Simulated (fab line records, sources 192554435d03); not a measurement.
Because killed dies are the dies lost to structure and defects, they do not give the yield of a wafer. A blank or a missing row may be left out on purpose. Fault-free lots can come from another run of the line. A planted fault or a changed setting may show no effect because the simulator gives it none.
3 desks, one fault	flow n5-finfet	numbers are kept per desk, each desk with only its own; the story behind them comes last

TOOL OWNER'S DESK, rie-metal-02
The tool's own readings at N5_BEOL_M11_HM_OPEN_17 (chemistry Cl2/BCl3, target TiN, target depth 20 nm, overetch 6 nm): means of the sampled wafers that have a number, for each lot that ran on this tool. Any lot whose mean is over 4 standard deviations away from the usual mean is out of limits and marked OUT; that distance is given in the brackets.
Columns: A = bias-w at N5_BEOL_M11_HM_OPEN_17, usual 126.0 W; B = drypump-motor-current-A at N5_BEOL_M11_HM_OPEN_17, usual 5.7 A; C = oes-product-au at N5_BEOL_M11_HM_OPEN_17, usual 0.68 a.u.; D = throttle-valve-pct at N5_BEOL_M11_HM_OPEN_17, usual 22.14 %
lot	first seen here	A	B	C	D
L227	day 11 04:56	125.9	6.1	0.60	22.29
L229	day 12 02:13	126.5	6.1	0.59	22.30
L234	day 14 14:44	126.1	5.5	0.74	22.23
L239	day 15 07:20	125.9	5.8	0.65	22.28
L238	day 15 11:52	125.8	5.8	0.65	22.29
Result from this desk: across the 5 lots, nothing is out of limits.

THE METROLOGY DESK
What the gauges read, lot by lot, whatever tool the lot ran on: means of the sampled wafers that have a number. Any lot whose mean is over 4 standard deviations away from the usual mean is out of limits and marked OUT; that distance is given in the brackets.
Columns: A = cd-nm at N5_BEOL_M11_CD_MEAS_11, usual 64.3 nm; B = M11_OVL at N5_BEOL_M11_OVL_MEAS_12, usual 0.3 nm
lot	first seen here	A	B
L227	day 11 04:33	64.4	-0.3
L229	day 12 01:43	64.9	0.6
L234	day 14 14:22	64.4	1.1
L239	day 15 06:58	64.9	-0.7
L238	day 15 11:30	64.0	0.5
L244	day 15 20:25	63.5	-0.1
L242	day 16 13:38	64.4	0.3
Result from this desk: across the 7 lots, nothing is out of limits.

THE DEFECT DESK
For each lot, the counts of the inspections along the route, averaged over the sampled wafers that have a number. Any lot whose mean is over 4 standard deviations away from the usual mean is out of limits and marked OUT; that distance is given in the brackets.
Columns: A = raw-defect-count at N5_BEOL_M11_INSPECT_13, usual 422
lot	first seen here	A
L227	day 11 04:37	366
L229	day 12 01:46	296
L234	day 14 14:25	503
L239	day 15 07:02	379
L238	day 15 11:33	409
L244	day 15 20:28	362
L242	day 16 13:41	427
Result from this desk: across the 7 lots, nothing is out of limits.

ALL TOGETHER
The tool owner's desk saw nothing out of limits.
Metrology desk: nothing out of limits seen.
The defect desk saw nothing out of limits.

WHAT THE SIMULATOR HAD PUT IN
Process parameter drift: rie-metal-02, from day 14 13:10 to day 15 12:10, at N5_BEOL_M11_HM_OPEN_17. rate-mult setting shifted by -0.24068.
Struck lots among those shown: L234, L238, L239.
